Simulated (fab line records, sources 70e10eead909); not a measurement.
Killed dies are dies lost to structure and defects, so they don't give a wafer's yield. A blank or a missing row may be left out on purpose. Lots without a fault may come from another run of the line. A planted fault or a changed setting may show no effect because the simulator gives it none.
Chamber matching | flow nand_harc | NHARC_P_BONDPAD_STRIP_15 on rie_diel-01: 4 sister chambers
The step strips in O2. 14 wafers are shown with their chamber, then 7 later ones without.

WAFERS WITH THEIR CHAMBER
wafer  | chamber | showerhead_plenum_p_Torr (Torr) | drypump_motor_current_A (A) | oes_product_au (a.u.)
L774.1 | 0       | 3.48                            | 5.9                         | 1.021
L774.3 | 3       | 3.73                            | 5.5                         | 0.994
L774.6 | 1       | 3.75                            | 6.1                         | 1.006
L773.1 | 1       | 3.75                            | 6.1                         | 1.005
L773.5 | 3       | 3.73                            | 5.5                         | 0.991
L773.6 | 2       | 3.36                            | 5.2                         | 0.992
L776.2 | 3       | 3.73                            | 5.5                         | 1.007
L776.3 | 0       | 3.48                            | 6.0                         | 1.016
L776.4 | 2       | 3.36                            | 5.2                         | 0.996
L784.2 | 3       | 3.73                            | 5.5                         | 1.005
L784.5 | 0       | 3.47                            | 5.9                         | 1.020
L784.6 | 3       | 3.73                            | 5.5                         | 0.998
L785.3 | 1       | 3.74                            | 6.1                         | 1.018
L785.4 | 0       | 3.47                            | 5.9                         | 1.015

SIGNATURES (means of the wafers above)
reading                  | chamber 0 | chamber 1 | chamber 2 | chamber 3 | scatter within a chamber
showerhead_plenum_p_Torr | 3.4750    | 3.7467    | 3.3600    | 3.7300    | 0.00408
drypump_motor_current_A  | 5.925     | 6.100     | 5.200     | 5.500     | 0.0274
oes_product_au           | 1.01800   | 1.00967   | 0.99400   | 0.99900   | 0.00573
Rule: a wafer's distance from a chamber is the root of the sum, over the readings, of the square of ((its reading less the chamber's mean) divided by the reading's scatter). The wafer belongs to the nearest chamber; if the next one is less than 2 further off, it can't be placed. The scatter: the root of (the sum of the squares of (reading less its chamber's mean) over the shown wafers, divided by (wafers less chambers)).

WAFERS WITHOUT THEIR CHAMBER
wafer  | showerhead_plenum_p_Torr (Torr) | drypump_motor_current_A (A) | oes_product_au (a.u.)
L785.6 | 3.35                            | 5.2                         | 0.997
L786.2 | 3.74                            | 6.1                         | 1.013
L786.3 | 3.47                            | 5.9                         | 1.016
L786.5 | 3.47                            | 5.9                         | 1.023
L787.1 | 3.35                            | 5.2                         | 0.993
L787.5 | 3.73                            | 5.5                         | 1.001
L787.6 | 3.35                            | 5.1                         | 0.991

WHICH CHAMBER EACH WENT THROUGH
wafer  | from the rows above | in truth
L785.6 | 2                   | 2
L786.2 | 1                   | 1
L786.3 | 0                   | 0
L786.5 | 0                   | 0
L787.1 | 2                   | 2
L787.5 | 3                   | 3
L787.6 | 2                   | 2
Placed correctly: 7 of 7. Can't be placed from these rows: 0. Placed wrongly: 0.
